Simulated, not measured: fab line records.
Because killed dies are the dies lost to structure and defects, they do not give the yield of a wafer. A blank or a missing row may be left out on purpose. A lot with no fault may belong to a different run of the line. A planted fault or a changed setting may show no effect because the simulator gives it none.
A struck lot beside a sound one	flow n5_finfet	37 out of 1938 route steps
Sound: wafers L520.1, L520.2, L520.5. Struck: wafers L536.1, L536.4, L536.6. Last of all comes the cause.
At each step with rows: each side's tool, then ch and its chambers, then its first start. Under that, the readings that differ: sound wafers	struck wafers	difference of the means	sigmas: that difference in standard deviations of wafers without a fault.
alike: a reading whose means differ by less than 2 such deviations, as well as words and numbers matching on both sides. not compared: withheld readings; readings where some wafer has no value; bounds like >300 that might hide an equal value; numbers whose values overlap and for which the record gives no deviation.
Wherever a step has rows on one side only, a row that says differs or no value, or a row with sigmas, the two part there. When numbers do not overlap yet have no deviation, they are printed without sigmas and do not part them. Lack of a reading on every wafer of one side parts them only where that side has two or more wafers.

first, 9 steps without rows for these wafers: N5_PASSIVATION_EBR_06; N5_PASSIVATION_SOFTBAKE_05 (time 90 s); N5_PASSIVATION_EXPOSE_07 (exposes mask TV, defocus 0 nm, target cd 3000 nm); N5_PASSIVATION_PEB_08; N5_PASSIVATION_DEVELOP_09 (develop time 60 s); N5_PASSIVATION_HARDBAKE_11 (time 120 s); N5_PASSIVATION_DESCUM_12 (chemistry O2, time 7.9 s); N5_PASSIVATION_PASS_ETCH_74 (etches SiNx in CF4/O2, target depth 220 nm, time 110 s); N5_PASSIVATION_VIA_ETCH_13 (etches SiO2 in CHF3/O2, target depth 660 nm, time 330 s).
N5_PASSIVATION_STRIP_14: strips in O2.
  sound on rie_diel-06 ch 0,2,3, day 12 07:21; struck on rie_diel-06 ch 0,1,3, day 16 05:11
reading	sound	struck	difference	sigmas
chamber_pressure_mTorr (mTorr)	29.96 30.00 30.02	30.09 30.09 30.09	+0.10	+2
  alike: drypump_motor_current_A, oes_product_au, rf_vpp_V, showerhead_plenum_p_Torr, temp_c, throttle_valve_pct
  not compared: rf_hours_counter_h
then, 26 steps without rows for these wafers: N5_PASSIVATION_ETCH_15 (etches SiCN in CF4/N2, target depth 75 nm, time 81.2 s); N5_PASSIVATION_STRIP_73 (strips in post etch residue remover, time 60 s); N5_PASSIVATION_SRD_17 (time 30 s, dry time 30 s); N5_PASSIVATION_DEGAS_18 (time 60 s); N5_PASSIVATION_PRE_CLEAN_19; N5_PASSIVATION_SPUTTER_20 (material TaN, target thk 50 nm); N5_PASSIVATION_AL_DEP_21 (deposits Al, target thk 2800 nm, time 170 s); N5_PASSIVATION_HMDS_23 (time 60 s); N5_PASSIVATION_COAT_24; N5_PASSIVATION_EBR_26; N5_PASSIVATION_SOFTBAKE_25 (time 90 s); N5_PASSIVATION_EXPOSE_27 (exposes mask PAD, defocus 0 nm); N5_PASSIVATION_PEB_28; N5_PASSIVATION_DEVELOP_29 (develop time 60 s); N5_PASSIVATION_HARDBAKE_31 (time 120 s); N5_PASSIVATION_DESCUM_32 (chemistry O2, time 7.9 s); N5_PASSIVATION_AL_ETCH_33 (etches Al in Cl2/BCl3, stops on TaN, target depth 2800 nm, time 466.7 s); N5_PASSIVATION_ETCH_59 (etches TaN in Cl2/BCl3, target depth 65 nm, time 34.9 s); N5_PASSIVATION_STRIP_34 (strips in O2); N5_PASSIVATION_STRIP_51 (strips in post etch residue remover, time 1200 s); N5_PASSIVATION_CLEAN_69 (cleans in IPA, time 180 s); N5_PASSIVATION_SRD_70 (time 30 s); N5_PASSIVATION_PECVD_53 (deposits SiO2 from TEOS/O2, target thk 800 nm, time 169.4 s); N5_PASSIVATION_PECVD_35 (deposits SiNx from SiH4/NH3/N2, target thk 700 nm, time 151.3 s); N5_PASSIVATION_HMDS_37 (time 60 s); N5_PASSIVATION_COAT_38.
N5_PASSIVATION_PROBE_49:
  only the struck wafers here have rows in the record (prober-01, day 16 11:56); the sound ones have none

## WHERE THEY PART
Earliest at N5_PASSIVATION_STRIP_14; latest, in this record, at N5_PASSIVATION_PROBE_49.

WHY: what had been put in by the simulator
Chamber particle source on rie_diel-06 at N5_PASSIVATION_STRIP_14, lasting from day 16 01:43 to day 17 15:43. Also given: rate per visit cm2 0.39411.
